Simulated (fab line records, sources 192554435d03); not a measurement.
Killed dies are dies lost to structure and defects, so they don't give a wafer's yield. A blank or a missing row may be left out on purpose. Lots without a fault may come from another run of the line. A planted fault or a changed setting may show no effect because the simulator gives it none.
Problem report in the 8D (eight disciplines) form, filled by code | flow n5_finfet | the parts of the form that need people (team, actions taken, sign-off) are left out

1. THE PROBLEM
bias_w at N5_BEOL_M9_TRENCH_ETCH_37 reads a mean of 192.8 W on 6 wafers of 2 lots; wafers without a fault read 185.0 W with a standard deviation of 0.52. That is +15 standard deviations from the usual mean.
The step: etches SiCOH lowk in C4F6/O2, target depth 151.43 nm, time 49 s.
First seen on wafer L418.1, day 11 01:46, on rie_diel-05. The record holds 30 wafers of 10 lots with a number at this step. Rule for "out", or "out of limits": more than 4 standard deviations from the usual mean. The other wafers with a number count as sound.

2. WHAT IT IS AND WHAT IT IS NOT
question                    | is                     | is not
which readings at this step | bias_w                 | drypump_motor_current_A, oes_ar_750_au, oes_f_703_au, oes_product_au, showerhead_plenum_p_Torr, throttle_valve_pct
which lots                  | L418, L422             | L415, L417, L423, L424, L426, L427, L435, L436
which wafers of those lots  | all that have a number | -
read on which tools         | rie_diel-05            | rie_diel-01, rie_diel-03
when                        | from day 11 01:46      | up to then (6 sound wafers); but 18 sound wafers of L423, L424, L426, L427, L435, L436 came after

3. SUSPECTS, AND WHAT RULES EACH OUT
Counting: a tool at a process step up to the reading stays a suspect if it ran every lot that is out and no sound lot after the first of them.
- rie_diel-05 at N5_BEOL_M9_ETCH_76 (etches underlayer in N2/H2, target depth 6.5 nm, time 5.2 s): kept. It ran every lot that is out, first L418 (day 11 01:32), and no sound lot after that; its last sound lot up to then is L415 (day 9 21:29).
- rie_diel-05 at N5_BEOL_M9_TRENCH_ETCH_37 (etches SiCOH lowk in C4F6/O2, target depth 151.43 nm, time 49 s): kept. It ran every lot that is out, first L418 (day 11 01:46), and no sound lot after that; its last sound lot up to then is L415 (day 9 21:44). Its own readings are out on those wafers: bias_w.
Left after counting: rie_diel-05 at N5_BEOL_M9_ETCH_76, rie_diel-05 at N5_BEOL_M9_TRENCH_ETCH_37.

4. THE CAUSE (what the simulator had put in)
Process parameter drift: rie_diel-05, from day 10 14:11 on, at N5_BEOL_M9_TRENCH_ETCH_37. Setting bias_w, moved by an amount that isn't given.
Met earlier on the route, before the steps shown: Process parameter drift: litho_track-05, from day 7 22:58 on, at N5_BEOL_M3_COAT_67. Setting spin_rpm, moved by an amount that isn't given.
Counting left 2 suspects, and this tool is among them.

5. THE CHAIN OF EFFECTS, in route order
Each row: a reading whose mean over the struck wafers that have a number lies more than 3 standard deviations from the usual. Only readings for which the record gives a usual standard deviation are gone through. hours: the time from each lot's start at the first step in this table that gives one to its start at this step, as a median over the lots. sigmas: the change in usual standard deviations.
hours | step                      | reading | usual   | on struck wafers | change | sigmas
0     | N5_BEOL_M9_TRENCH_ETCH_37 | bias_w  | 185.0 W | 192.8            | +7.8   | +15
The process steps in it:
- N5_BEOL_M9_TRENCH_ETCH_37: etches SiCOH lowk in C4F6/O2, target depth 151.43 nm, time 49 s.

6. WHAT WOULD HAVE CAUGHT IT SOONER
In this record the first reading out of limits was taken at day 11 01:46, 12 hours after the fault began at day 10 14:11.
